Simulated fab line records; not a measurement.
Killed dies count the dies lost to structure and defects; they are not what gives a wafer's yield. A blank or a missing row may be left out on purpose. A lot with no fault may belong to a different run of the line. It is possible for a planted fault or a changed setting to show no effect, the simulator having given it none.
fab line records    flow nandHarc
record lots=24  wafers=72  lastDay=34
route steps=1302 shown P_BONDPAD@370 A_ZERO_WELL@401 A_ONON_D1@427 A_CHANNEL_HOLE_D1@467
lots that met no fault: taken from a fault-free run of the same line
startH: hours from the record's opening day to when the first of the lot's shown wafers began    waitH: hours since the lot's step before    " unchanged from the row above    L1.1+2: a row that stands for several wafers    - no value present, or no start provided    * or withheld: withheld    < > ~ a bound
route shown NAME@n: NAME is a module with steps in the file, n the number in the route of the first one    usual: mean/standard deviation of fault-free wafers    same: alike in all rows    chamber/n: place in a boat    sites: readings site by site    _std_site: the standard deviation of these    _edge_site: inner sites' mean taken away from outer sites' mean    radiusMm: for every site, how far away it sits from the centre of the wafer    mask NAME#n: copy n    behind: the most recent tool/chamber to have shaped the wafer    hold: cause of the lot's hold/its duration in hours/its outcome    device: the n, p or np transistor that did not switch    end of line: the route-end tests of the same wafers    a step without rows: its recipe alone    killed: not the wafer's yield, but the dies lost to structure and defects at the first sort    map: per-die view of a wafer (x killed, . not killed, _ where there is no die)
set.NAME: the setting as run; set.NAME@STEP: as run at that earlier step    model.NAME: the simulator's own value behind a step, which no gauge read
the route's steps for a sample of lots (tables are steps, rows are wafers)
services: when a tool's chamber went out of use (startH, in hours from the record's first day, below 0 if earlier), for how many hours, and the reason
## steps
# step NHARC_P_BONDPAD_CD_MEAS_13
# usual cdNm=498.8/2.2
lot.wafer  tool      chamber  startH  waitH  cdNm
L074.1     cdSem-01  -        144.00  -      498.4
L074.2     "         -        "       "      497.6
L074.4     "         -        "       "      496.6
L075.3     cdSem-01  -        149.46  -      501.9
L075.5     "         -        "       "      501.0
L075.6     "         -        "       "      500.0
L076.4     cdSem-01  -        159.32  -      499.7
L076.5     "         -        "       "      501.3
L076.6     "         -        "       "      499.7
L077.1     cdSem-01  -        165.19  -      496.9
L077.2     "         -        "       "      499.2
L077.3     "         -        "       "      500.5
L078.1     cdSem-01  -        175.38  -      503.9
L078.2     "         -        "       "      498.5
L078.4     "         -        "       "      499.3
L079.2     cdSem-01  -        200.41  -      500.6
L079.5     "         -        "       "      498.3
L079.6     "         -        "       "      501.0
L080.3     cdSem-01  -        212.41  -      498.7
L080.4     "         -        "       "      495.9
L080.5     "         -        "       "      496.1
L081.1     cdSem-01  -        218.57  -      500.4
L081.3     "         -        "       "      498.2
L081.5     "         -        "       "      500.1
L082.1     cdSem-01  -        221.57  -      500.7
L082.4     "         -        "       "      503.5
L082.5     "         -        "       "      500.9
L084.2     cdSem-03  -        233.76  -      496.7
L084.5     "         -        "       "      502.0
L084.6     "         -        "       "      502.2
L083.2     cdSem-03  -        235.45  -      497.0
L083.3     "         -        "       "      501.1
L083.4     "         -        "       "      500.6
L085.1     cdSem-02  -        251.90  -      495.3
L085.2     "         -        "       "      498.0
L085.4     "         -        "       "      500.6
L086.1     cdSem-02  -        258.94  -      495.5
L086.2     "         -        "       "      496.9
L086.5     "         -        "       "      496.6
L087.1     cdSem-02  -        260.73  -      500.0
L087.4     "         -        "       "      500.9
L087.6     "         -        "       "      499.6
L088.4     cdSem-02  -        284.45  -      496.4
L088.5     "         -        "       "      499.5
L088.6     "         -        "       "      497.8
L089.3     cdSem-03  -        289.94  -      496.4
L089.4     "         -        "       "      496.1
L089.6     "         -        "       "      498.2
L090.1     cdSem-01  -        301.84  -      498.9
L090.2     "         -        "       "      497.5
L090.6     "         -        "       "      496.7
L091.1     cdSem-01  -        302.40  -      500.3
L091.2     "         -        "       "      499.7
L091.3     "         -        "       "      498.0
L092.1     cdSem-02  -        314.44  -      497.0
L092.4     "         -        "       "      497.5
L092.5     "         -        "       "      498.3
L093.2     cdSem-02  -        331.31  -      500.2
L093.3     "         -        "       "      499.5
L093.4     "         -        "       "      498.5
L094.2     cdSem-02  -        335.53  -      503.2
L094.3     "         -        "       "      503.6
L094.5     "         -        "       "      503.4
L095.1     cdSem-01  -        353.47  -      497.4
L095.3     "         -        "       "      497.3
L095.6     "         -        "       "      496.9
L096.2     cdSem-01  -        355.08  -      496.6
L096.4     "         -        "       "      493.1
L096.5     "         -        "       "      496.2
L097.1     cdSem-02  -        362.80  -      496.5
L097.3     "         -        "       "      495.9
L097.4     "         -        "       "      497.8
# step NHARC_P_BONDPAD_ACTIVATE_29
# recipe timeS=60  n2FlowSccm=200  arFlowSccm=0  biasPowerW=0  chemistry=N2
# usual drypumpMotorCurrentA=5.9/0.33  oesProductAu=0.999/0.0094  rfVppV=63.9/0.86  showerheadPlenumPTorr=1.74/0.055
lot.wafer  tool        chamber  startH  waitH  drypumpMotorCurrentA  oesProductAu  rfHoursCounterH  rfVppV  showerheadPlenumPTorr
L074.2     rieDiel-07  1        146.41  0.1    5.9                   0.999         0.5              63.5    1.70
L074.1     "           2        "       "      6.1                   0.989         0.5              63.9    1.78
L074.4     "           3        "       "      6.5                   0.992         0.5              65.3    1.80
L075.3     rieDiel-07  0        152.11  0.1    5.8                   1.003         0.9              64.9    1.71
L075.6     "           1        "       "      5.9                   0.998         -                63.8    1.70
L075.5     "           2        "       "      6.1                   0.997         -                63.7    1.78
L076.4     rieDiel-01  3        161.62  0.1    5.9                   1.000         6.0              63.1    1.77
L076.5     "           2        "       "      6.2                   0.989         -                63.6    1.64
L076.6     "           3        "       "      5.9                   0.993         -                63.9    1.77
L077.2     rieDiel-01  2        167.51  0.1    6.2                   0.989         6.5              64.2    1.64
L077.1     "           3        "       "      5.9                   0.994         6.1              64.2    1.77
L077.3     "           0        "       "      6.1                   1.020         7.3              64.2    1.80
L078.2     rieDiel-01  3        177.68  0.1    5.9                   0.994         7.2              64.6    1.77
L078.1     "           0        "       "      6.1                   1.011         8.3              62.9    1.80
L078.4     "           1        "       "      5.3                   0.988         8.9              63.3    1.78
L079.2     rieDiel-06  2        202.71  0.1    6.2                   1.010         3.1              62.5    1.66
L079.6     "           1        "       "      5.5                   1.017         -                63.3    1.73
L079.5     "           2        "       "      6.3                   1.001         -                63.0    1.66
L080.4     rieDiel-01  0        214.74  0.1    6.1                   1.011         0.4              64.4    1.80
L080.3     "           1        "       "      5.2                   1.003         0.4              63.3    1.78
L080.5     "           3        "       "      6.0                   1.009         -                64.0    1.77
L081.3     rieDiel-01  0        220.90  0.1    6.1                   1.005         0.8              64.3    1.80
L081.1     "           1        "       "      5.3                   0.998         1.0              63.9    1.78
L081.5     "           3        "       "      5.9                   0.989         -                63.7    1.77
L082.1     rieDiel-01  0        223.90  0.1    6.1                   1.003         1.0              65.7    1.80
L082.4     "           1        "       "      5.3                   1.001         1.2              64.4    1.78
L082.5     "           2        "       "      6.2                   0.985         -                63.1    1.64
L084.2     rieDiel-07  2        236.04  0.1    6.1                   0.997         4.0              63.2    1.78
L084.5     "           2        "       "      6.1                   0.991         -                63.2    1.78
L084.6     "           3        "       "      6.5                   1.012         -                65.0    1.79
L083.2     rieDiel-01  3        237.74  0.1    6.0                   0.996         1.3              63.7    1.76
L083.3     "           0        "       "      6.1                   1.005         1.2              63.3    1.80
L083.4     "           2        "       "      6.1                   0.980         1.6              62.6    1.64
L085.4     rieDiel-07  0        254.52  0.1    5.7                   1.000         3.4              63.8    1.71
L085.2     "           1        "       "      5.8                   1.005         3.8              62.2    1.70
L085.1     "           2        "       "      6.1                   0.992         4.2              64.5    1.78
L086.1     rieDiel-07  3        261.26  0.1    6.5                   0.997         4.1              63.5    1.79
L086.2     "           2        "       "      6.1                   0.993         4.5              64.5    1.78
L086.5     "           0        "       "      5.7                   1.000         -                64.0    1.71
L087.4     rieDiel-01  0        263.06  0.1    6.0                   0.999         2.2              64.0    1.80
L087.1     "           1        "       "      5.2                   1.007         2.6              64.5    1.78
L087.6     "           0        "       "      6.0                   0.989         -                64.9    1.80
L088.4     rieDiel-01  1        286.78  0.1    5.2                   0.999         3.6              64.3    1.78
L088.6     "           1        "       "      5.2                   0.993         -                64.2    1.78
L088.5     "           2        "       "      6.1                   0.991         -                63.9    1.64
L089.4     rieDiel-07  2        292.27  0.1    6.1                   0.992         5.6              64.1    1.78
L089.3     "           3        "       "      6.5                   0.997         5.3              64.4    1.79
L089.6     "           2        "       "      6.1                   0.998         -                63.5    1.78
L090.1     rieDiel-01  1        304.14  0.1    5.2                   1.005         4.6              63.4    1.78
L090.2     "           2        "       "      6.1                   0.994         4.4              63.7    1.64
L090.6     "           1        "       "      5.3                   0.996         -                64.0    1.78
L091.3     rieDiel-06  3        304.72  0.1    6.0                   1.009         9.9              63.8    1.66
L091.2     "           0        "       "      5.9                   0.995         10.5             61.5    1.71
L091.1     "           2        "       "      6.3                   1.015         10.7             64.6    1.66
L092.1     rieDiel-01  2        316.79  0.1    6.1                   0.996         5.1              61.6    1.64
L092.4     "           3        "       "      5.9                   1.009         5.1              64.1    1.76
L092.5     "           1        "       "      5.2                   0.999         -                63.7    1.78
L093.4     rieDiel-07  2        333.75  0.1    6.1                   0.984         0.2              64.8    1.78
L093.2     "           3        "       "      6.5                   1.007         0.3              65.0    1.79
L093.3     "           0        "       "      5.8                   1.005         0.3              63.4    1.71
L094.3     rieDiel-07  1        337.85  0.1    5.8                   0.995         0.3              63.1    1.70
L094.2     "           3        "       "      6.5                   1.003         0.3              64.9    1.79
L094.5     "           1        "       "      5.8                   0.994         -                62.5    1.70
L095.3     rieDiel-07  1        355.79  0.1    5.8                   0.996         0.5              62.6    1.70
L095.1     "           2        "       "      6.1                   0.981         0.5              63.3    1.78
L095.6     "           0        "       "      5.8                   0.996         -                65.3    1.71
L096.4     rieDiel-06  1        357.40  0.1    5.5                   1.028         3.2              64.2    1.73
L096.2     "           2        "       "      6.3                   1.009         3.3              63.7    1.66
L096.5     "           1        "       "      5.5                   1.005         -                62.6    1.73
L097.1     rieDiel-01  3        365.09  0.1    5.9                   0.993         7.2              65.0    1.76
L097.4     "           0        "       "      6.1                   1.008         7.2              64.6    1.80
L097.3     "           2        "       "      6.1                   0.999         7.0              64.2    1.64
# step NHARC_A_ZERO_WELL_CD_MEAS_10
# recipe targetCdNm=2000  landingEnergyEv=500
# usual cdNm=2000.0/1.6
# same landingEnergyEv=500
lot.wafer  tool      chamber  startH  waitH  cdNm
L074.1     cdSem-01  0        147.64  -      2001.8
L074.2     "         0        "       "      2000.2
L074.4     "         0        "       "      2002.1
L075.3     cdSem-01  0        153.32  -      2002.6
L075.5     "         0        "       "      2001.5
L075.6     "         0        "       "      1998.9
L076.4     cdSem-03  0        162.86  -      2000.0
L076.5     "         0        "       "      1998.3
L076.6     "         0        "       "      1999.6
L077.1     cdSem-01  0        168.74  -      1999.1
L077.2     "         0        "       "      2000.8
L077.3     "         0        "       "      1999.3
L078.1     cdSem-03  0        178.92  -      1998.5
L078.2     "         0        "       "      1996.6
L078.4     "         0        "       "      1998.9
L079.2     cdSem-03  0        203.95  -      2000.7
L079.5     "         0        "       "      2001.7
L079.6     "         0        "       "      2001.3
L080.3     cdSem-01  0        215.86  -      1999.3
L080.4     "         0        "       "      1998.2
L080.5     "         0        "       "      1998.3
L081.1     cdSem-03  0        222.01  -      1999.2
L081.3     "         0        "       "      1999.1
L081.5     "         0        "       "      1998.1
L082.1     cdSem-01  0        225.12  -      2000.4
L082.4     "         0        "       "      2001.8
L082.5     "         0        "       "      2001.3
L084.2     cdSem-03  0        237.30  -      1999.8
L084.5     "         0        "       "      1999.3
L084.6     "         0        "       "      1997.6
L083.2     cdSem-01  0        239.00  -      1999.0
L083.3     "         0        "       "      1999.5
L083.4     "         0        "       "      1999.2
L085.1     cdSem-02  0        255.76  -      1998.7
L085.2     "         0        "       "      1998.2
L085.4     "         0        "       "      1999.6
L086.1     cdSem-02  0        262.50  -      1998.6
L086.2     "         0        "       "      1999.1
L086.5     "         0        "       "      1998.6
L087.1     cdSem-02  0        264.29  -      1999.3
L087.4     "         0        "       "      2000.1
L087.6     "         0        "       "      1996.7
L088.4     cdSem-03  0        288.03  -      2001.1
L088.5     "         0        "       "      2000.0
L088.6     "         0        "       "      2001.9
L089.3     cdSem-03  0        293.52  -      2000.9
L089.4     "         0        "       "      2001.2
L089.6     "         0        "       "      1999.8
L090.1     cdSem-01  0        305.26  -      2003.0
L090.2     "         0        "       "      2003.2
L090.6     "         0        "       "      2001.0
L091.1     cdSem-01  0        305.86  -      2000.7
L091.2     "         0        "       "      2002.4
L091.3     "         0        "       "      2004.3
L092.1     cdSem-01  0        318.01  -      1998.5
L092.4     "         0        "       "      1998.9
L092.5     "         0        "       "      1998.7
L093.2     cdSem-01  0        334.87  -      2000.8
L093.3     "         0        "       "      2000.3
L093.4     "         0        "       "      1999.9
L094.2     cdSem-02  0        339.09  -      1999.2
L094.3     "         0        "       "      1998.6
L094.5     "         0        "       "      2001.8
L095.1     cdSem-03  0        357.01  -      1999.4
L095.3     "         0        "       "      1999.9
L095.6     "         0        "       "      2000.5
L096.2     cdSem-03  0        358.71  -      2001.1
L096.4     "         0        "       "      2000.7
L096.5     "         0        "       "      2002.2
L097.1     cdSem-01  0        366.21  -      2001.5
L097.3     "         0        "       "      2000.7
L097.4     "         0        "       "      2002.3
# step NHARC_A_ZERO_WELL_RTA_16
# recipe tempC=1000  timeS=10
# usual lampPowerPct=30/4.8  lamp_zone_3_pct=30/4.8  lamp_zone_4_pct=30/4.7  wafer_temp_C_max=1004.4/1.2
lot.wafer  tool          chamber  startH  waitH  lampPowerPct  lamp_zone_3_pct  lamp_zone_4_pct  wafer_temp_C_max
L074.1     rtpAnneal-02  0        148.93  -      24            24               24               1003.5
L074.2     "             0        "       "      24            24               24               1003.8
L074.4     "             0        "       "      24            24               24               1003.4
L075.3     rtpAnneal-01  0        154.63  -      34            34               34               1004.6
L075.5     "             0        "       "      34            34               34               1006.1
L075.6     "             0        "       "      34            34               34               1005.9
L076.4     rtpAnneal-02  0        164.20  -      24            24               24               1003.4
L076.5     "             0        "       "      24            24               24               1003.2
L076.6     "             0        "       "      24            24               24               1003.5
L077.1     rtpAnneal-01  0        170.00  -      34            34               34               1004.0
L077.2     "             0        "       "      34            34               34               1006.1
L077.3     "             0        "       "      34            34               34               1004.2
L078.1     rtpAnneal-02  0        180.18  -      24            24               24               1002.5
L078.2     "             0        "       "      24            24               24               1003.4
L078.4     "             0        "       "      24            24               24               1003.1
L079.2     rtpAnneal-02  0        205.27  -      24            24               24               1002.8
L079.5     "             0        "       "      24            24               24               1003.1
L079.6     "             0        "       "      24            24               24               1002.1
L080.3     rtpAnneal-01  0        217.17  -      34            34               34               1004.4
L080.4     "             0        "       "      34            34               34               1004.6
L080.5     "             0        "       "      34            34               34               1006.4
L081.1     rtpAnneal-02  0        223.27  -      24            24               24               1003.9
L081.3     "             0        "       "      24            24               24               1003.5
L081.5     "             0        "       "      24            24               24               1003.8
L082.1     rtpAnneal-01  0        226.38  -      34            34               34               1005.3
L082.4     "             0        "       "      34            34               34               1004.3
L082.5     "             0        "       "      34            34               34               1003.4
L084.2     rtpAnneal-01  0        238.59  -      34            34               34               1005.6
L084.5     "             0        "       "      34            34               34               1005.1
L084.6     "             0        "       "      34            34               34               1006.9
L083.2     rtpAnneal-01  0        240.31  -      34            34               34               1005.2
L083.3     "             0        "       "      34            34               34               1005.5
L083.4     "             0        "       "      34            34               34               1004.0
L085.1     rtpAnneal-01  0        257.06  -      34            34               34               1004.8
L085.2     "             0        "       "      34            34               34               1004.6
L085.4     "             0        "       "      34            34               34               1007.2
L086.1     rtpAnneal-02  0        264.33  -      24            24               24               1003.0
L086.2     "             0        "       "      24            24               24               1003.6
L086.5     "             0        "       "      24            24               24               1003.9
L087.1     rtpAnneal-02  0        265.56  -      24            24               24               1003.5
L087.4     "             0        "       "      24            24               24               1003.3
L087.6     "             0        "       "      24            24               24               1003.1
L088.4     rtpAnneal-01  0        289.37  -      34            34               34               1005.8
L088.5     "             0        "       "      34            34               34               1005.0
L088.6     "             0        "       "      34            34               34               1005.3
L089.3     rtpAnneal-01  0        294.83  -      34            34               34               1004.3
L089.4     "             0        "       "      34            34               34               1005.2
L089.6     "             0        "       "      34            34               34               1003.9
L090.1     rtpAnneal-01  0        306.65  -      34            34               34               1005.2
L090.2     "             0        "       "      34            34               34               1005.2
L090.6     "             0        "       "      34            34               34               1005.7
L091.1     rtpAnneal-01  0        307.12  -      34            34               34               1005.0
L091.2     "             0        "       "      34            34               34               1005.8
L091.3     "             0        "       "      34            34               34               1007.4
L092.1     rtpAnneal-01  0        319.27  -      34            34               34               1006.1
L092.4     "             0        "       "      34            34               34               1004.2
L092.5     "             0        "       "      34            34               34               1006.0
L093.2     rtpAnneal-01  0        336.16  -      34            34               34               1007.0
L093.3     "             0        "       "      34            34               34               1004.6
L093.4     "             0        "       "      34            34               34               1006.6
L094.2     rtpAnneal-02  0        340.38  -      24            24               24               1002.9
L094.3     "             0        "       "      24            24               24               1002.4
L094.5     "             0        "       "      24            24               24               1002.3
L095.1     rtpAnneal-02  0        358.29  -      24            24               24               1004.1
L095.3     "             0        "       "      24            24               24               1003.6
L095.6     "             0        "       "      24            24               24               1003.3
L096.2     rtpAnneal-02  0        360.06  -      24            24               24               1004.2
L096.4     "             0        "       "      24            24               24               1003.6
L096.5     "             0        "       "      24            24               24               1003.1
L097.1     rtpAnneal-01  0        367.57  0.1    34            34               34               1003.6
L097.3     "             0        "       "      34            34               34               1005.3
L097.4     "             0        "       "      34            34               34               1003.8
# step NHARC_A_ONON_D1_THK_MEAS_05
# recipe thkMeasGauge=ellipsometry
# usual thkNm=998/9.7
lot.wafer  tool          chamber  startH  waitH  thkNm
L074.1     filmMetro-02  -        172.04  -      1009
L074.2     "             -        "       "      1010
L074.4     "             -        "       "      1008
L075.3     filmMetro-02  -        176.56  -      980
L075.5     "             -        "       "      979
L075.6     "             -        "       "      980
L076.4     filmMetro-02  -        186.14  -      1006
L076.5     "             -        "       "      1005
L076.6     "             -        "       "      1005
L077.1     filmMetro-01  -        192.60  -      988
L077.2     "             -        "       "      988
L077.3     "             -        "       "      987
L078.1     filmMetro-01  -        204.94  -      987
L078.2     "             -        "       "      988
L078.4     "             -        "       "      988
L079.2     filmMetro-02  -        226.69  -      986
L079.5     "             -        "       "      986
L079.6     "             -        "       "      985
L080.3     filmMetro-01  -        239.34  -      1005
L080.4     "             -        "       "      1004
L080.5     "             -        "       "      1005
L081.1     filmMetro-01  -        245.54  -      1006
L081.3     "             -        "       "      1004
L081.5     "             -        "       "      1005
L082.1     filmMetro-02  -        249.08  -      1010
L082.4     "             -        "       "      1009
L082.5     "             -        "       "      1012
L083.2     filmMetro-02  -        260.65  -      986
L083.3     "             -        "       "      986
L083.4     "             -        "       "      988
L084.2     filmMetro-01  -        260.78  -      989
L084.5     "             -        "       "      988
L084.6     "             -        "       "      991
L085.1     filmMetro-02  -        278.37  -      1007
L085.2     "             -        "       "      1008
L085.4     "             -        "       "      1006
L087.1     filmMetro-02  -        286.20  -      1001
L087.4     "             -        "       "      999
L087.6     "             -        "       "      1001
L086.1     filmMetro-01  -        286.20  -      990
L086.2     "             -        "       "      990
L086.5     "             -        "       "      989
L088.4     filmMetro-01  -        314.21  -      985
L088.5     "             -        "       "      985
L088.6     "             -        "       "      982
L089.3     filmMetro-01  -        320.84  -      1013
L089.4     "             -        "       "      1012
L089.6     "             -        "       "      1012
L090.1     filmMetro-02  -        330.34  -      1003
L090.2     "             -        "       "      1002
L090.6     "             -        "       "      1005
L091.1     filmMetro-01  -        330.35  -      997
L091.2     "             -        "       "      996
L091.3     "             -        "       "      995
L092.1     filmMetro-02  -        340.39  -      1007
L092.4     "             -        "       "      1005
L092.5     "             -        "       "      1005
L094.2     filmMetro-01  -        360.15  -      1010
L094.3     "             -        "       "      1010
L094.5     "             -        "       "      1010
L093.2     filmMetro-02  -        360.16  -      1004
L093.3     "             -        "       "      1005
L093.4     "             -        "       "      1004
L096.2     filmMetro-01  -        379.42  -      988
L096.4     "             -        "       "      986
L096.5     "             -        "       "      988
L095.1     filmMetro-01  -        379.78  -      1006
L095.3     "             -        "       "      1005
L095.6     "             -        "       "      1004
L097.1     filmMetro-01  -        389.87  -      999
L097.3     "             -        "       "      999
L097.4     "             -        "       "      1000
# step NHARC_A_CHANNEL_HOLE_D1_ETCH_39
# recipe targetDepthA=2600  overEtchFrac=0.3  timeS=325  ionEnergyEv=200  n2FlowSccm=150  h2FlowSccm=150  arFlowSccm=0  rfW=400  biasW=150  chemistry=N2/H2
# usual drypumpMotorCurrentA=5.6/0.41  h2FlowSccm=150.0/0.46  oesProductAu=0.993/0.0092  rfVppV=429.9/2  showerheadPlenumPTorr=2.01/0.072  throttleValvePct=14.171/0.0079
lot.wafer  tool        chamber  startH  waitH  drypumpMotorCurrentA  h2FlowSccm  oesProductAu  rfHoursCounterH  rfVppV  showerheadPlenumPTorr  throttleValvePct
L074.2     rieDiel-10  0        -       -      6.0                   149.6       0.994         10               430.4   2.00                   14.176
L074.4     "           1        "       "      5.1                   150.1       0.992         11               428.5   1.99                   14.164
L074.1     "           2        "       "      5.3                   149.9       0.998         10               433.1   2.16                   14.165
L075.3     rieDiel-10  1        -       -      5.1                   150.9       0.991         11               429.0   1.99                   14.176
L075.5     "           2        "       "      5.2                   149.4       1.001         -                433.5   2.16                   14.175
L075.6     "           3        "       "      5.9                   150.0       1.018         -                430.0   1.98                   14.166
L076.4     rieDiel-10  1        -       -      5.1                   149.9       0.991         12               429.6   1.99                   14.165
L076.6     "           1        "       "      5.1                   149.2       0.985         -                430.0   1.99                   14.178
L076.5     "           2        "       "      5.3                   149.5       1.009         -                435.2   2.16                   14.168
L077.2     rieDiel-10  0        -       -      6.0                   149.4       0.997         12               430.4   2.00                   14.170
L077.1     "           1        "       "      5.1                   150.2       0.984         13               430.1   1.99                   14.166
L077.3     "           2        "       "      5.2                   150.5       1.007         13               433.6   2.16                   14.176
L078.1     rieDiel-10  0        -       -      6.0                   149.6       0.999         14               430.0   2.00                   14.169
L078.2     "           1        "       "      5.1                   149.8       0.997         14               429.7   1.99                   14.154
L078.4     "           3        "       "      6.0                   150.0       1.003         11               428.6   1.98                   14.175
L079.2     rieDiel-11  1        -       -      5.6                   150.1       1.011         55               427.4   1.91                   14.176
L079.5     "           2        "       "      5.3                   150.1       0.984         -                429.2   1.97                   14.170
L079.6     "           3        "       "      5.9                   150.4       0.990         -                428.6   1.96                   14.186
L080.3     rieDiel-10  0        -       -      6.0                   150.1       0.997         1                430.3   2.00                   14.161
L080.4     "           1        "       "      5.1                   149.6       0.999         1                429.6   1.99                   14.183
L080.5     "           3        "       "      5.9                   151.0       1.012         -                429.8   1.97                   14.174
L081.3     rieDiel-10  1        -       -      5.1                   149.9       0.981         2                430.3   1.99                   14.170
L081.1     "           3        "       "      5.9                   149.4       0.990         2                429.1   1.97                   14.167
L081.5     "           1        "       "      5.1                   150.1       0.987         -                428.3   1.99                   14.176
L082.1     rieDiel-10  2        -       -      5.2                   150.7       0.997         2                432.6   2.16                   14.165
L082.4     "           3        "       "      5.9                   150.2       0.998         2                429.0   1.97                   14.181
L082.5     "           0        "       "      6.0                   149.9       0.975         -                429.1   2.00                   14.162
L083.3     rieDiel-11  1        -       -      5.6                   150.6       0.990         3                426.1   1.91                   14.179
L083.4     "           2        "       "      5.3                   150.5       0.998         3                429.2   1.97                   14.177
L083.2     "           3        "       "      5.9                   150.3       0.995         3                428.8   1.95                   14.177
L084.2     rieDiel-10  3        -       -      5.9                   149.5       0.998         4                430.0   1.97                   14.177
L084.6     "           2        "       "      5.3                   151.1       0.996         -                434.1   2.16                   14.162
L084.5     "           3        "       "      5.9                   149.9       0.997         -                430.3   1.97                   14.173
L085.2     rieDiel-03  0        -       -      6.1                   150.7       0.983         3                430.9   2.06                   14.175
L085.1     "           2        "       "      5.5                   149.5       0.986         3                430.0   2.05                   14.177
L085.4     "           2        "       "      5.5                   150.0       0.996         -                430.7   2.05                   14.170
L087.1     rieDiel-11  1        -       -      5.6                   150.8       1.006         16               426.5   1.90                   14.163
L087.4     "           2        "       "      5.3                   149.6       1.001         17               428.1   1.97                   14.178
L087.6     "           0        "       "      6.3                   150.3       0.994         -                427.8   2.00                   14.155
L086.2     rieDiel-10  0        -       -      6.0                   150.4       0.972         5                429.2   2.00                   14.156
L086.1     "           1        "       "      5.1                   150.9       0.989         5                429.2   1.99                   14.178
L086.5     "           2        "       "      5.3                   150.4       0.989         -                433.0   2.16                   14.164
L088.4     rieDiel-10  2        -       -      5.3                   150.5       0.990         7                433.5   2.16                   14.172
L088.6     "           3        "       "      5.9                   150.4       1.003         -                428.4   1.97                   14.175
L088.5     "           0        "       "      6.0                   150.5       0.984         -                429.7   1.99                   14.167
L089.3     rieDiel-10  0        -       -      6.0                   149.5       0.990         8                429.0   1.99                   14.182
L089.4     "           1        "       "      5.1                   149.5       0.990         8                429.9   1.99                   14.175
L089.6     "           1        "       "      5.1                   149.6       1.000         -                428.4   1.99                   14.155
L091.1     rieDiel-10  0        -       -      6.0                   150.5       0.981         9                429.2   1.99                   14.161
L091.3     "           2        "       "      5.2                   149.9       0.995         8                434.0   2.16                   14.163
L091.2     "           3        "       "      6.0                   148.9       0.994         8                428.8   1.97                   14.160
L090.2     rieDiel-11  2        -       -      5.3                   150.1       0.994         31               427.6   1.96                   14.179
L090.1     "           3        "       "      5.9                   149.6       0.994         25               429.2   1.95                   14.185
L090.6     "           0        "       "      6.4                   149.6       0.988         -                430.1   2.00                   14.178
L092.1     rieDiel-10  1        -       -      5.1                   149.4       0.994         9                428.8   1.99                   14.177
L092.4     "           3        "       "      5.9                   150.1       1.004         10               428.4   1.97                   14.172
L092.5     "           1        "       "      5.1                   149.9       0.991         -                429.2   1.99                   14.160
L093.3     rieDiel-10  0        -       -      6.0                   150.0       0.971         12               430.2   1.99                   14.171
L093.4     "           1        "       "      5.1                   149.4       0.985         10               428.4   1.99                   14.168
L093.2     "           3        "       "      5.9                   149.6       1.004         12               428.6   1.97                   14.163
L094.2     rieDiel-03  3        -       -      5.1                   149.5       0.995         22               428.6   2.00                   14.166
L094.3     "           0        "       "      6.1                   150.2       0.979         26               431.0   2.05                   14.175
L094.5     "           3        "       "      5.1                   149.6       0.991         -                431.0   2.00                   14.171
L096.2     rieDiel-10  0        -       -      6.0                   149.8       0.982         13               429.1   1.99                   14.157
L096.4     "           2        "       "      5.3                   149.5       0.994         11               434.1   2.16                   14.177
L096.5     "           1        "       "      5.0                   151.0       0.998         -                429.5   1.99                   14.185
L095.3     rieDiel-03  1        -       -      5.8                   150.4       0.976         27               425.5   1.88                   14.168
L095.1     "           2        "       "      5.5                   150.8       0.986         29               429.6   2.04                   14.177
L095.6     "           3        "       "      5.1                   150.2       0.986         -                429.7   2.00                   14.174
L097.4     rieDiel-10  2        -       -      5.3                   149.9       0.997         12               433.1   2.16                   14.160
L097.1     "           3        "       "      5.9                   150.5       1.004         14               428.9   1.97                   14.160
L097.3     "           1        "       "      5.1                   149.6       1.001         13               430.0   1.99                   14.168
## services
tool          chamber  startH  hours  kind
rieDiel-10    0        123.50  -      clean
rieDiel-06    -        130.20  9.0    pm
rieDiel-01    3        141.34  2.0    repair
rieDiel-10    3        162.04  31.1   repair
rieDiel-11    3        189.91  5.3    repair
rieDiel-01    -        203.81  9.0    pm
rieDiel-10    -        242.50  9.0    pm
rieDiel-11    3        247.73  3.7    repair
rieDiel-11    0        252.34  2.6    repair
rieDiel-11    -        255.53  9.0    pm
rieDiel-03    1        262.06  34.1   repair
rieDiel-01    2        270.54  7.7    repair
rieDiel-06    0        279.83  6.5    repair
rieDiel-03    -        281.38  9.0    pm
rieDiel-06    1        292.75  25.7   repair
rieDiel-07    -        294.20  9.0    pm
rieDiel-06    -        307.20  9.0    pm
rieDiel-03    0        332.70  5.6    repair
rieDiel-03    3        346.62  14.6   repair
rieDiel-03    2        347.41  6.0    repair
rieDiel-06    -        357.03  0.3    repair
rtpAnneal-01  -        372.00  12.0   pm
rieDiel-01    -        380.81  9.0    pm
rieDiel-01    1        390.53  7.7    repair
## key
fault none
